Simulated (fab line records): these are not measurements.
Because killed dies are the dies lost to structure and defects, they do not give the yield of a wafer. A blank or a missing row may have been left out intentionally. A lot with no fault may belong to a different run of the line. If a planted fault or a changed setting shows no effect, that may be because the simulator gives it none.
Struck lot and sound lot, side by side + flow n5Finfet + 37 out of 1938 route steps
Sound: the wafers L699.1, L699.3, L699.5. The struck wafers were L710.2, L710.5, L710.6. The cause is named last.
Order at every step that has rows: each side's tool, ch and its chambers, its first start. Under that, the readings that differ: sound wafers + struck wafers + difference of the means + sigmas: that difference in standard deviations of wafers without a fault.
alike: readings with means less than 2 such deviations apart, plus words and numbers identical on both sides. not compared: withheld readings, readings lacking a value on some wafer, bounds such as >300 that could conceal the same value, and numbers that have no deviation in the record and whose values overlap.
A row with sigmas, a row that says differs or no value, or rows on one side alone: a step with any of these is where the two part. Numbers that have no deviation but don't overlap get no sigmas and don't part them. A reading that every wafer of one side lacks parts them only if that side has two wafers or more.

first, 9 steps without rows for these wafers: N5_PASSIVATION_COAT_04; N5_PASSIVATION_EBR_06; N5_PASSIVATION_SOFTBAKE_05 (time 90 s); N5_PASSIVATION_EXPOSE_07 (exposes mask TV, defocus 0 nm, target cd 3000 nm); N5_PASSIVATION_PEB_08; N5_PASSIVATION_DEVELOP_09 (develop time 60 s); N5_PASSIVATION_HARDBAKE_11 (time 120 s); N5_PASSIVATION_DESCUM_12 (chemistry O2, time 7.9 s); N5_PASSIVATION_PASS_ETCH_74 (etches SiNx in CF4/O2, target depth 220 nm, time 110 s).
N5_PASSIVATION_VIA_ETCH_13: etches SiO2 in CHF3/O2, target depth 660 nm, time 330 s.
  sound on rieDiel-04 ch 0,2, day 12 22:09; struck on rieDiel-04 ch 2,3, day 16 08:20
  alike: drypumpMotorCurrentA, etchRfOnTimeS, oes_o_777_au, oesProductAu, rfVppV, showerheadPlenumPTorr, throttleValvePct
  not compared: rfHoursCounterH
then, 26 steps without rows for these wafers: N5_PASSIVATION_STRIP_14 (strips in O2); N5_PASSIVATION_ETCH_15 (etches SiCN in CF4/N2, target depth 75 nm, time 81.2 s); N5_PASSIVATION_STRIP_73 (strips in post etch residue remover, time 60 s); N5_PASSIVATION_SRD_17 (time 30 s, dry time 30 s); N5_PASSIVATION_DEGAS_18 (time 60 s); N5_PASSIVATION_PRE_CLEAN_19; N5_PASSIVATION_SPUTTER_20 (material TaN, target thk 50 nm); N5_PASSIVATION_AL_DEP_21 (deposits Al, target thk 2800 nm, time 170 s); N5_PASSIVATION_HMDS_23 (time 60 s); N5_PASSIVATION_COAT_24; N5_PASSIVATION_EBR_26; N5_PASSIVATION_SOFTBAKE_25 (time 90 s); N5_PASSIVATION_EXPOSE_27 (exposes mask PAD, defocus 0 nm); N5_PASSIVATION_PEB_28; N5_PASSIVATION_DEVELOP_29 (develop time 60 s); N5_PASSIVATION_HARDBAKE_31 (time 120 s); N5_PASSIVATION_DESCUM_32 (chemistry O2, time 7.9 s); N5_PASSIVATION_AL_ETCH_33 (etches Al in Cl2/BCl3, stops on TaN, target depth 2800 nm, time 466.7 s); N5_PASSIVATION_ETCH_59 (etches TaN in Cl2/BCl3, target depth 65 nm, time 34.9 s); N5_PASSIVATION_STRIP_34 (strips in O2); N5_PASSIVATION_STRIP_51 (strips in post etch residue remover, time 1200 s); N5_PASSIVATION_CLEAN_69 (cleans in IPA, time 180 s); N5_PASSIVATION_SRD_70 (time 30 s); N5_PASSIVATION_PECVD_53 (deposits SiO2 from TEOS/O2, target thk 800 nm, time 169.4 s); N5_PASSIVATION_PECVD_35 (deposits SiNx from SiH4/NH3/N2, target thk 700 nm, time 151.3 s); N5_PASSIVATION_HMDS_37 (time 60 s).
N5_PASSIVATION_PROBE_49:
  record: rows for the struck wafers here (prober-02, day 16 16:20), none for the sound ones

== WHERE THEY PART ==
Only at N5_PASSIVATION_PROBE_49, within this record.

WHY: what had been put in by the simulator
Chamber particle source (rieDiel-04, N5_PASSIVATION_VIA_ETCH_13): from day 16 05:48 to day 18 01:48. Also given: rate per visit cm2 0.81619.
